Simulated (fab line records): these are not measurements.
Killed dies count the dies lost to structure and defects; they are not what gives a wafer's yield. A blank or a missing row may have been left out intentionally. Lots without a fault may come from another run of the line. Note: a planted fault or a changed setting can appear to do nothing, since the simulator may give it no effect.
Which tool was responsible? / flow nandHarc / 39 wafers from 13 lots sampled at 5 of the route's 1159 steps

## WHAT THE GAUGES READ, wafer by wafer
NHARC_HYBRID_BOND_OVL_MEAS_05.
lot=L149; measured=day 18 13:29; on=overlay-02; overlayXNm (nm)=-18 -25 -40; overlayYNm (nm)=41 13 -1
lot=L152; measured=day 18 13:29; on=overlay-01; overlayXNm (nm)=-87 26 8; overlayYNm (nm)=29 -1 -8
lot=L150; measured=day 19 02:12; on=overlay-02; overlayXNm (nm)=5 4 36; overlayYNm (nm)=-34 32 35
lot=L151; measured=day 19 02:11; on=overlay-01; overlayXNm (nm)=12 68 -8; overlayYNm (nm)=-20 -4 3
lot=L153; measured=day 19 13:20; on=overlay-02; overlayXNm (nm)=30 15 20; overlayYNm (nm)=56 51 7
lot=L155; measured=day 19 17:36; on=overlay-02; overlayXNm (nm)=62 38 31; overlayYNm (nm)=51 -56 9
lot=L154; measured=day 19 17:36; on=overlay-01; overlayXNm (nm)=-3 -8 -27; overlayYNm (nm)=-19 -27 17
lot=L156; measured=day 20 08:04; on=overlay-02; overlayXNm (nm)=23 4 -16; overlayYNm (nm)=11 19 14
lot=L157; measured=day 20 17:11; on=overlay-02; overlayXNm (nm)=32 64 -40; overlayYNm (nm)=-7 14 28
lot=L158; measured=day 20 17:11; on=overlay-01; overlayXNm (nm)=-3 20 8; overlayYNm (nm)=-9 -20 -3
lot=L167; measured=day 22 19:09; on=overlay-01; overlayXNm (nm)=0 56 -57; overlayYNm (nm)=-5 0 -7
lot=L165; measured=day 23 03:47; on=overlay-01; overlayXNm (nm)=41 -58 98; overlayYNm (nm)=-98 9 8
lot=L170; measured=day 24 04:43; on=overlay-01; overlayXNm (nm)=31 -20 40; overlayYNm (nm)=35 -23 20

NHARC_THIN_TSV_CD_MEAS_12 targets a cd of 1000 nm.
lot=L149; measured=day 18 16:17; on=cdSem-02; cdNm (nm)=1002.9 1001.6 1001.7
lot=L152; measured=day 18 17:17; on=cdSem-01; cdNm (nm)=1001.2 1003.1 1001.9
lot=L150; measured=day 19 06:00; on=cdSem-01; cdNm (nm)=1001.2 1000.6 1001.1
lot=L151; measured=day 19 04:56; on=cdSem-02; cdNm (nm)=998.6 998.7 999.6
lot=L153; measured=day 19 16:16; on=cdSem-02; cdNm (nm)=1000.8 1000.8 1000.2
lot=L155; measured=day 19 20:35; on=cdSem-03; cdNm (nm)=999.7 1000.2 1001.9
lot=L154; measured=day 19 21:37; on=cdSem-03; cdNm (nm)=1001.2 1000.1 999.9
lot=L156; measured=day 20 10:49; on=cdSem-01; cdNm (nm)=1000.8 1000.0 1000.6
lot=L157; measured=day 20 20:12; on=cdSem-01; cdNm (nm)=1000.3 1000.6 1000.6
lot=L158; measured=day 20 21:49; on=cdSem-01; cdNm (nm)=1001.2 999.7 1001.8
lot=L167; measured=day 22 21:53; on=cdSem-01; cdNm (nm)=999.3 1000.9 999.0
lot=L165; measured=day 23 07:36; on=cdSem-01; cdNm (nm)=1001.6 1003.8 1005.1
lot=L170; measured=day 24 08:32; on=cdSem-01; cdNm (nm)=1002.4 1001.2 1003.1

NHARC_END_SORT_01.
lot=L167; measured=day 23 13:57; on=prober-02; killedAtArray=102 31 95; killedAtOther=0 0 0; killedAtPeriphery=4 5 1; killedDies=106 36 96; killedOpen=5 9 4; killedShort=0 5 1
lot=L165; measured=day 23 22:07; on=prober-01; killedAtArray=30 30 92; killedAtOther=0 1 0; killedAtPeriphery=0 0 2; killedDies=30 31 94; killedOpen=3 4 2; killedShort=3 2 2

## TOOL THAT RAN EACH LOT (tool first, then ch and the chambers of the sampled wafers, then the start)
lot=L149; NHARC_A_CONTACT_ETCH_136=harCapEtch-01 ch 0,1, day 16 23:04; NHARC_THIN_TSV_ETCH_44=rieDiel-01 ch 0,2,3, day 18 16:32
lot=L152; NHARC_A_CONTACT_ETCH_136=harCapEtch-01 ch 0,1, day 17 01:22; NHARC_THIN_TSV_ETCH_44=rieDiel-10 ch 0,1,3, day 18 17:39
lot=L150; NHARC_A_CONTACT_ETCH_136=harCapEtch-02 ch 0,1, day 17 09:59; NHARC_THIN_TSV_ETCH_44=rieDiel-10 ch 1,2, day 19 06:15
lot=L151; NHARC_A_CONTACT_ETCH_136=harCapEtch-01 ch 0,1, day 17 11:32; NHARC_THIN_TSV_ETCH_44=rieDiel-01 ch 0,1,3, day 19 05:11
lot=L153; NHARC_A_CONTACT_ETCH_136=harCapEtch-01 ch 0, day 18 02:08; NHARC_THIN_TSV_ETCH_44=rieDiel-12 ch 0,1, day 19 16:30
lot=L155; NHARC_A_CONTACT_ETCH_136=harCapEtch-02 ch 0,1, day 18 07:29; NHARC_THIN_TSV_ETCH_44=rieDiel-12 ch 0,1,3, day 19 20:49
lot=L154; NHARC_A_CONTACT_ETCH_136=harCapEtch-01 ch 0,1, day 18 08:49; NHARC_THIN_TSV_ETCH_44=rieDiel-10 ch 0,1,2, day 19 21:58
lot=L156; NHARC_A_CONTACT_ETCH_136=harCapEtch-02 ch 0,1, day 18 14:56; NHARC_THIN_TSV_ETCH_44=rieDiel-10 ch 0,1,2, day 20 11:11
lot=L157; NHARC_A_CONTACT_ETCH_136=harCapEtch-03 ch 0,1, day 19 05:35; NHARC_THIN_TSV_ETCH_44=rieDiel-10 ch 2,3, day 20 20:31
lot=L158; NHARC_A_CONTACT_ETCH_136=harCapEtch-03 ch 0,1, day 19 09:29; NHARC_THIN_TSV_ETCH_44=rieDiel-10 ch 0,1,3, day 20 22:14
lot=L167; NHARC_A_CONTACT_ETCH_136=harCapEtch-02 ch 0,1, day 21 03:32; NHARC_THIN_TSV_ETCH_44=rieDiel-01 ch 0,1,2, day 22 22:08
lot=L165; NHARC_A_CONTACT_ETCH_136=harCapEtch-02 ch 0,1, day 21 12:13; NHARC_THIN_TSV_ETCH_44=rieDiel-12 ch 0,1, day 23 07:54
lot=L170; NHARC_A_CONTACT_ETCH_136=harCapEtch-03 ch 0,1, day 22 16:41; NHARC_THIN_TSV_ETCH_44=rieDiel-01 ch 0,1,3, day 24 08:53
- NHARC_A_CONTACT_ETCH_136: etches the open film in C4F8/O2/Ar, time 132 s, target depth 1287 nm.
- NHARC_THIN_TSV_ETCH_44: etches the open film in CF4/O2, target depth 1594.2 nm, time 797.1 s.

## AS READ BY THE TOOLS THEMSELVES (means over the sampled wafers that have a number; for cases with no such wafer, the mark the record gives instead)
NHARC_THIN_TSV_ETCH_44.
lot=L149; tool=rieDiel-01; drypumpMotorCurrentA (A)=5.9; oesProductAu (a.u.)=1.013; rfVppV (V)=794; showerheadPlenumPTorr (Torr)=1.82; throttleValvePct (%)=16.917
lot=L152; tool=rieDiel-10; drypumpMotorCurrentA (A)=6.0; oesProductAu (a.u.)=1.003; rfVppV (V)=792; showerheadPlenumPTorr (Torr)=1.79; throttleValvePct (%)=16.930
lot=L150; tool=rieDiel-10; drypumpMotorCurrentA (A)=5.7; oesProductAu (a.u.)=0.992; rfVppV (V)=794; showerheadPlenumPTorr (Torr)=1.83; throttleValvePct (%)=16.907
lot=L151; tool=rieDiel-01; drypumpMotorCurrentA (A)=6.4; oesProductAu (a.u.)=1.005; rfVppV (V)=796; showerheadPlenumPTorr (Torr)=1.86; throttleValvePct (%)=16.910
lot=L153; tool=rieDiel-12; drypumpMotorCurrentA (A)=5.9; oesProductAu (a.u.)=0.991; rfVppV (V)=794; showerheadPlenumPTorr (Torr)=1.83; throttleValvePct (%)=16.923
lot=L155; tool=rieDiel-12; drypumpMotorCurrentA (A)=6.2; oesProductAu (a.u.)=0.984; rfVppV (V)=795; showerheadPlenumPTorr (Torr)=1.84; throttleValvePct (%)=16.900
lot=L154; tool=rieDiel-10; drypumpMotorCurrentA (A)=5.8; oesProductAu (a.u.)=0.998; rfVppV (V)=793; showerheadPlenumPTorr (Torr)=1.81; throttleValvePct (%)=16.909
lot=L156; tool=rieDiel-10; drypumpMotorCurrentA (A)=5.8; oesProductAu (a.u.)=0.992; rfVppV (V)=793; showerheadPlenumPTorr (Torr)=1.80; throttleValvePct (%)=16.922
lot=L157; tool=rieDiel-10; drypumpMotorCurrentA (A)=5.7; oesProductAu (a.u.)=0.992; rfVppV (V)=792; showerheadPlenumPTorr (Torr)=1.80; throttleValvePct (%)=16.909
lot=L158; tool=rieDiel-10; drypumpMotorCurrentA (A)=6.0; oesProductAu (a.u.)=0.997; rfVppV (V)=792; showerheadPlenumPTorr (Torr)=1.78; throttleValvePct (%)=16.916
lot=L167; tool=rieDiel-01; drypumpMotorCurrentA (A)=5.8; oesProductAu (a.u.)=0.989; rfVppV (V)=796; showerheadPlenumPTorr (Torr)=1.87; throttleValvePct (%)=16.921
lot=L165; tool=rieDiel-12; drypumpMotorCurrentA (A)=6.0; oesProductAu (a.u.)=0.985; rfVppV (V)=792; showerheadPlenumPTorr (Torr)=1.81; throttleValvePct (%)=16.910
lot=L170; tool=rieDiel-01; drypumpMotorCurrentA (A)=6.4; oesProductAu (a.u.)=0.988; rfVppV (V)=796; showerheadPlenumPTorr (Torr)=1.86; throttleValvePct (%)=16.913

## THE ANSWER, worked out from the rows above alone
Rule: the usual values come from the lots themselves. Put in order of their means at a reading, lots are off if they are a third of the lots or fewer, leave a main group of 4 or more, and stand apart from it by a gap of 3 or more times the standard deviation of the main group's means; of several such gaps the widest counts. A main group is skipped when, at the precision printed for the reading in the tables above, its means are all equal. Also off: a lot with no number at a reading for which 4 or more lots have one. The other lots that the step has rows for count as sound. After the gauges, taken in route order, come the tools' own readings; for these a lot's mean is taken, as printed above. At the first step where some lot is off, the reading lying furthest off is the one used; lots without a number count as furthest.
No lot is off on any of the readings shown, so nothing can be concluded from this.

## WHAT THE SIMULATOR PUT IN
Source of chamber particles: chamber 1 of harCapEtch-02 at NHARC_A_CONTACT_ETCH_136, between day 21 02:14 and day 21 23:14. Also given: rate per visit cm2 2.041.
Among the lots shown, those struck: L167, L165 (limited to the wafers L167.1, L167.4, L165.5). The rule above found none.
